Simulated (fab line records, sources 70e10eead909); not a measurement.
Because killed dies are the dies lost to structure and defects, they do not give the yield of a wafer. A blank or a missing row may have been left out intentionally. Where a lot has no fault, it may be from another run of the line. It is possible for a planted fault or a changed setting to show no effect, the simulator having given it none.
Shared-tool check    flow nand_harc    2 lots, 6 wafers sampled

THE REASON FOR OPENING IT
At NHARC_END_SORT_01 the reading killed_at_periphery is flagged on 1 of 2 lots. Fault-free wafers read 2.9, with a standard deviation of 1.9.
Rule: a lot gets a flag if all its wafers with a number sit over 4 standard deviations from that mean, or if no wafer of it has a number. All remaining lots are regarded as sound.

lot   measured      on         killed_at_periphery, wafer by wafer  flag
L344  day 20 08:32  prober-01  646 637 648                          FLAGGED
L355  day 23 21:36  prober-01  2 1 0                                
Flagged lots average 643.7: +640.8 relative to the usual, that is +99 or more standard deviations.

LOT BY LOT: THE TOOL USED
The record holds 2 process steps before the reading, out of a route of 1159 steps. Read each cell as the tool, then ch plus the chambers that the sampled wafers visited, then the start.
lot   flag     NHARC_P_ZERO_WELL_EXPOSE_21       NHARC_P_ZERO_WELL_DESCUM_26
L344  FLAGGED  krf_scanner-04 ch 0, day 2 20:26  rie_diel-10 ch 0,2, day 2 20:45
L355           krf_scanner-04 ch 0, day 5 14:26  rie_diel-10 ch 0,2, day 5 14:46
These steps, and what they do:
- NHARC_P_ZERO_WELL_EXPOSE_21: exposes mask P NWELL, target cd 720 nm.
- NHARC_P_ZERO_WELL_DESCUM_26: chemistry O2, time 3 s.
- NHARC_END_SORT_01

FLAGGED AGAINST TOTAL, ONE TOOL AT A TIME (gauges that did the reading follow at the end)
step                         tool            lots run  flagged  share of the flagged lots  sound lots run after its first flagged lot
NHARC_P_ZERO_WELL_EXPOSE_21  krf_scanner-04  2         1        all                        1 (L355)
NHARC_P_ZERO_WELL_DESCUM_26  rie_diel-10     2         1        all                        1 (L355)
NHARC_END_SORT_01            prober-01       2         1        all                        1 (L355)

THE TABLE: WHAT IT ALLOWS
All flagged lots were run by 3 table rows, namely krf_scanner-04 at NHARC_P_ZERO_WELL_EXPOSE_21, rie_diel-10 at NHARC_P_ZERO_WELL_DESCUM_26, prober-01 at NHARC_END_SORT_01.
- krf_scanner-04 at NHARC_P_ZERO_WELL_EXPOSE_21: 1 of its 2 lots flagged. Sound lots followed the first flagged one (L355) on it, something a lasting fault affecting the whole tool could not allow.
- rie_diel-10 at NHARC_P_ZERO_WELL_DESCUM_26: 1 of its 2 lots flagged. Sound lots followed the first flagged one (L355) on it, something a lasting fault affecting the whole tool could not allow.
- prober-01 at NHARC_END_SORT_01: 1 of its 2 lots flagged. Sound lots followed the first flagged one (L355) on it, something a lasting fault affecting the whole tool could not allow.
None of the table's rows ran every flagged lot and, after the first, no sound lot.

WHAT THE SIMULATOR HAD PUT IN
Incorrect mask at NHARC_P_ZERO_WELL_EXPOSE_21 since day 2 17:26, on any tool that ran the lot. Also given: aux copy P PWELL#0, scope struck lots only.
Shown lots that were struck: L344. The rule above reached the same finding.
